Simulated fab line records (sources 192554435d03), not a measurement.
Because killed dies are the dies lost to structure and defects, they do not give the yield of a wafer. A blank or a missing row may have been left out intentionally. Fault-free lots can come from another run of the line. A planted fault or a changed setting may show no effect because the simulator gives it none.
Struck lot and sound lot, side by side	flow n5 finfet	43 out of 1938 route steps
Sound: these wafers, L428.3, L428.4, L428.5. The struck wafers were L444.4, L444.5, L444.6. Last of all comes the cause.
Per side, at each step with rows, come the tool, then ch with its chambers, and then its first start. Under that, the readings that differ: sound wafers	struck wafers	difference of the means	sigmas: that difference in standard deviations of wafers without a fault.
alike: readings whose means differ by less than 2 such deviations, and words and numbers that are the same on both sides. not compared: withheld readings, readings that some wafer has no value for, bounds like >300 that may hide the same value, and numbers for which the record gives no deviation and whose values overlap.
Wherever a step has rows on one side only, a row that says differs or no value, or a row with sigmas, the two part there. Non-overlapping numbers with no deviation appear without sigmas and do not part them. Lack of a reading on every wafer of one side parts them only where that side has two or more wafers.

first, 1 step without rows for these wafers: N5_MOL_CONTACT_COAG_SRD_128 (dry time 32 s).
N5_MOL_CONTACT_COAG_CMP_52: polishes, stops on SiO2, t overpolish 1.5 s, target thk 66.5 nm.
  sound on cmp-04 ch 0,1,3, day 5 05:07; struck on cmp-04 ch 2,3, day 9 02:28
reading	sound	struck	difference	sigmas
time to endpoint s (s)	12.2 11.1 9.2	16.8 15.3 14.5	+4.7	+2
  alike: head pressure psi, motor current A, overpolish run s, slurry flow ml min
N5_MOL_CONTACT_COAG_THK_MEAS_53:
  struck on film metro-01, day 9 02:46; sound on film metro-01, day 5 05:23
  alike: VIA_MOL_THK
N5_MOL_CONTACT_COAG_ANNEAL_112: time 1800 s.
  sound on hp anneal-01 ch 0, day 5 05:24; struck on hp anneal-01 ch 0, day 9 02:59
  alike: wafer_temp_C_max
N5_MOL_CONTACT_COAG_INSPECT_97: inspects for defects (darkfield).
  struck on defect inspect-01, day 9 06:04; sound on defect inspect-02, day 5 08:28
  alike: raw defect count
then, 6 steps without rows for these wafers: N5_BEOL_M0_SAQP_PECVD_00 (deposits SiCN from 3MS/NH3, target thk 8 nm, time 14 s); N5_BEOL_M0_SAQP_ILD_DEP_01 (deposits SiOC from DEMS/O2, target thk 45.419 nm, time 8.7 s); N5_BEOL_M0_SAQP_HM_DEP_02 (deposits TiN, target thk 12 nm); N5_BEOL_M0_SAQP_PECVD_03 (deposits SiCN from 3MS/NH3, target thk 12 nm, time 21.1 s); N5_BEOL_M0_SAQP_PECVD_96 (deposits a-Si from SiH4/He, target thk 45 nm, time 45.2 s); N5_BEOL_M0_SAQP_PECVD_97 (deposits SiNx from SiH4/NH3/N2, target thk 23 nm, time 19.9 s).
N5_BEOL_M0_SAQP_PECVD_04: deposits a-Si from SiH4/He, target thk 60 nm, time 60.2 s.
  sound on pecvd-02 ch 1,2, day 5 09:54; struck on pecvd-03 ch 0,1,2, day 9 09:44
  no value came back on the struck wafers for any of 5 readings (chamber pressure Torr (Torr), heater power outer w (W) and others); on the sound wafers chamber pressure Torr (Torr) reads 2.998 3.000 2.990
N5_BEOL_M0_SAQP_THK_MEAS_05:
  struck on film metro-01, day 9 09:48; sound on film metro-02, day 5 09:59
reading	sound	struck	difference	sigmas
thk nm (nm)	57.8 59.1 59.1	23.2 23.3 23.3	-35.4	-51
then, 9 steps without rows for these wafers: N5_BEOL_M0_SAQP_HM_DEP_111 (deposits SiO2 from SiH4/N2O, target thk 12 nm, time 7.2 s); N5_BEOL_M0_SAQP_COAT_81 (time 60 s, resist thk 100 nm); N5_BEOL_M0_SAQP_COAT_82 (time 60 s, resist thk 30 nm); N5_BEOL_M0_SAQP_COAT_08 (resist thk 90 nm); N5_BEOL_M0_SAQP_EBR_10; N5_BEOL_M0_SAQP_SOFTBAKE_09 (time 60 s); N5_BEOL_M0_SAQP_EXPOSE_11 (exposes mask M0 CORE, target cd 42 nm); N5_BEOL_M0_SAQP_PEB_12 (peb time 60 s); N5_BEOL_M0_SAQP_DEVELOP_13 (develop time 30 s).
N5_BEOL_M0_SAQP_CD_MEAS_14 targets a cd of 42.5 nm.
  sound on cd sem-03 ch 0, day 5 10:29; struck on cd sem-02 ch 0, day 9 10:17
  alike: cd nm
N5_BEOL_M0_SAQP_OVL_MEAS_15:
  sound on overlay-02 ch 0, day 5 10:31; struck on overlay-01 ch 0, day 9 10:19
reading	sound	struck	difference	sigmas
M0_CORE_OVL (nm)	0.4 1.4 0.4	-1.2 -1.2 -1.1	-1.9	-2
N5_BEOL_M0_SAQP_INSPECT_16: inspects for defects (brightfield).
  struck on defect inspect-01, day 9 10:20; sound on defect inspect-01, day 5 10:32
  alike: raw defect count
then, 1 step without rows for these wafers: N5_BEOL_M0_SAQP_DESCUM_19 (chemistry O2, time 7.9 s).
N5_BEOL_M0_SAQP_ETCH_83: etches SiARC in CF4, target depth 39 nm, time 65 s.
  sound on rie diel-03 ch 0,2, day 5 10:40; struck on rie diel-06 ch 2,3, day 9 10:35
  alike: drypump motor current A, etch rf on time s, oes product au, rf vpp V, showerhead plenum p Torr, throttle valve pct
  not compared: rf hours counter h
N5_BEOL_M0_SAQP_ETCH_84: etches SOC in N2/H2, target depth 100 nm, overetch 20 nm, time 150 s.
  sound on rie diel-03 ch 0,2, day 5 10:43; struck on rie diel-06 ch 2,3, day 9 10:38
reading	sound	struck	difference	sigmas
throttle valve pct (%)	18.06 17.75 18.08	17.37 17.81 17.38	-0.44	-2
  alike: drypump motor current A, oes product au, rf vpp V, showerhead plenum p Torr
  not compared: rf hours counter h
then, 3 steps without rows for these wafers: N5_BEOL_M0_SAQP_STRIP_80 (strips in N2/H2); N5_BEOL_M0_SAQP_HM_OPEN_112 (chemistry CHF3/O2, target SiO2, stops on a-Si, target depth 12 nm, time 13.5 s); N5_BEOL_M0_SAQP_STRIP_113 (strips in CHF3/O2).
N5_BEOL_M0_SAQP_MANDREL_ETCH_20: etches a-Si in HBr/Cl2, stops on SiNx, target depth 60 nm, bt time 10 s, time 30 s.
  sound on rie si-03 ch 0,3, day 5 10:54; struck on rie si-02 ch 0,2,3, day 9 10:49
reading	sound	struck	difference	sigmas
oes product au (a.u.)	0.769 0.760 0.763	0.323 0.319 0.326	-0.441	-40
throttle valve pct (%)	35.63 34.95 34.94	36.34 36.43 36.59	+1.28	+5
model.etch.depth nm (nm)	57.78 59.04 59	0 0 0	-59	
  alike: drypump motor current A
  not compared: rf hours counter h
N5_BEOL_M0_SAQP_STRIP_86: strips in N2/H2.
  sound on rie diel-02 ch 0,1,3, day 5 11:00; struck on rie diel-02 ch 0,1,2, day 9 10:55
  alike: drypump motor current A, oes product au, rf vpp V, showerhead plenum p Torr, throttle valve pct
  not compared: rf hours counter h
then, 5 steps without rows for these wafers: N5_BEOL_M0_SAQP_STRIP_115 (strips in post etch residue remover, time 60 s); N5_BEOL_M0_SAQP_SRD_93 (time 30 s); N5_BEOL_M0_SAQP_RECESS_114 (chemistry HF/NH3, target SiO2, target depth 14.4 nm, afs cycles 3, sublimation time 60 s); N5_BEOL_M0_SAQP_SPACER1_ALD_98 (deposits SiO2, target thk 12.8 nm, pulse time 1 s, purge time 2 s); N5_BEOL_M0_SAQP_SPACER1_ETCHBACK_99 (etches SiO2 in CHF3/O2, target depth 15.4 nm, time 7.7 s).
N5_BEOL_M0_SAQP_MANDREL1_REMOVE_100: chemistry HBr/Cl2/O2, target a-Si, stops on SiNx, bt time 10 s.
  sound on rie si-02 ch 0,2,3, day 5 12:04; struck on rie si-02 ch 0,2,3, day 9 12:35
reading	sound	struck	difference	sigmas
model.BEOL_M0_SAQP.cd nm (nm)	12.8 12.8 12.8	42.6 43 42.6	+29.9	
  alike: drypump motor current A, oes product au, throttle valve pct
  not compared: rf hours counter h
N5_BEOL_M0_SAQP_CD_MEAS_25 targets a cd of 13.1 nm.
  sound on cd sem-02 ch 0, day 5 12:11; struck on cd sem-02 ch 0, day 9 12:42
reading	sound	struck	difference	sigmas
cd nm (nm)	12.77 12.78 12.59	- - -	no value on the struck wafers	
then, 1 step without rows for these wafers: N5_BEOL_M0_SAQP_ETCH_101 (etches SiNx in CH3F/O2, target depth 29.9 nm, time 42.7 s).
N5_BEOL_M0_SAQP_MANDREL2_REMOVE_110: chemistry HBr/Cl2/O2, target a-Si, stops on SiCN, bt time 10 s.
  sound on rie si-04 ch 1,2,3, day 5 13:50; struck on rie si-02 ch 1,2, day 9 14:20
reading	sound	struck	difference	sigmas
model.BEOL_M0_SAQP.cd nm (nm)	15 15 15	43 43.6 43.2	+28	
  alike: drypump motor current A, oes product au, throttle valve pct
  not compared: rf hours counter h
N5_BEOL_M4_RC_MEAS_101:
  the record has rows for the sound wafers here (prober-02 ch 0, day 8 12:49) and none for the struck ones

## WHERE THEY PART
First at N5_MOL_CONTACT_COAG_CMP_52; last, within this record, at N5_BEOL_M4_RC_MEAS_101.

WHY: the cause the simulator had injected
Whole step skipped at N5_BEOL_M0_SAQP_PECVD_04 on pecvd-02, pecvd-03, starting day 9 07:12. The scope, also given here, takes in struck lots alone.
